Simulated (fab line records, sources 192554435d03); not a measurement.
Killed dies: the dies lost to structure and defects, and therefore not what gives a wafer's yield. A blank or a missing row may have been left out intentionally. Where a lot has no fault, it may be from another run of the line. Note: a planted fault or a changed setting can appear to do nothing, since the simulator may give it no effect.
Matching of chambers    flow n5Finfet    3 sister chambers for N5_BEOL_M12_DEP_53 on pecvd-02
The step deposits SiCN from 3MS/NH3, target thk 30 nm, time 10.5 s. 6 wafers are shown with their chamber, then 7 later ones without.

== WAFERS, EACH WITH ITS CHAMBER ==
wafer   chamber  throttleValvePct (%)  showerheadPlenumPTorr (Torr)
L079.3  2        18.2                  4.118
L082.5  1        16.5                  4.171
L085.4  2        18.2                  4.126
L085.5  1        16.5                  4.168
L088.3  0        18.4                  4.182
L088.4  0        18.7                  4.188

== WAFERS WHOSE CHAMBER IS MISSING ==
wafer   throttleValvePct (%)  showerheadPlenumPTorr (Torr)
L088.5  18.2                  4.125
L089.2  18.4                  4.118
L089.4  18.3                  4.125
L089.5  18.5                  4.186
L095.4  16.3                  4.182
L095.5  18.3                  4.103
L095.6  18.3                  4.189

== WHICH CHAMBER EACH WENT THROUGH ==
wafer   from the rows above  in truth
L088.5  2                    2
L089.2  2                    2
L089.4  2                    2
L089.5  0                    0
L095.4  1                    1
L095.5  2                    2
L095.6  0                    0
Correctly placed: 7 of 7. Not placeable from these rows: 0. Number placed wrongly: 0.
How it was worked out, from the rows above alone: a wafer's distance from a chamber is the root of the sum, over the readings, of the square of ((its reading less the chamber's mean) divided by the reading's scatter). If the next closest chamber is less than 2 further off than the closest, the wafer can't be placed; otherwise it belongs to the closest. A chamber's mean is the mean of its shown wafers. The scatter: the root of (the sum of the squares of (reading less its chamber's mean) over the shown wafers, divided by (wafers less chambers)).
